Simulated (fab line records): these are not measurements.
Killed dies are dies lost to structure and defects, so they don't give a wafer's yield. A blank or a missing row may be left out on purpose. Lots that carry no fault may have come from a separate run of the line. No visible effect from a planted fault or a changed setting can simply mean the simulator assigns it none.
Chamber matching -- flow nandHarc -- 4 sister chambers for NHARC_A_CHANNEL_HOLE_D2_DESCUM_15 on rieDiel-01
The step chemistry O2, time 3 s. 8 wafers are shown with their chamber, then 9 later ones without.

WAFERS WITH THEIR CHAMBER
wafer,chamber,showerheadPlenumPTorr (Torr),drypumpMotorCurrentA (A)
L079.6,0,1.80,6.00
L081.2,1,1.82,5.39
L081.5,3,2.03,5.87
L084.5,2,2.05,5.69
L084.6,1,1.82,5.41
L092.1,2,2.05,5.72
L092.3,3,2.02,5.87
L092.4,0,1.80,5.98

WAFERS WITHOUT THEIR CHAMBER
wafer,showerheadPlenumPTorr (Torr),drypumpMotorCurrentA (A)
L094.2,1.82,5.40
L094.3,2.05,5.76
L094.4,2.02,5.84
L095.1,1.80,6.02
L095.2,2.02,5.85
L095.5,1.80,6.03
L097.1,2.02,5.83
L097.3,1.82,5.41
L097.5,2.05,5.75

EACH ONE'S CHAMBER
wafer,from the rows above,in truth
L094.2,1,1
L094.3,2,2
L094.4,3,3
L095.1,0,0
L095.2,3,3
L095.5,0,0
L097.1,3,3
L097.3,1,1
L097.5,2,2
Correct placement for 9 of the 9. Not placeable from these rows: 0. Wrongly placed: 0.
How it was worked out, from the rows above alone: a wafer's distance from a chamber is the root of the sum, over the readings, of the square of ((its reading less the chamber's mean) divided by the reading's scatter). If the next closest chamber is less than 2 further off than the closest, the wafer can't be placed; otherwise it belongs to the closest. The mean given for a chamber averages the wafers shown for that chamber. How the scatter is found: for the shown wafers, subtract from each reading the mean of its chamber, square and add these, divide the total by (wafers less chambers), then take the root.
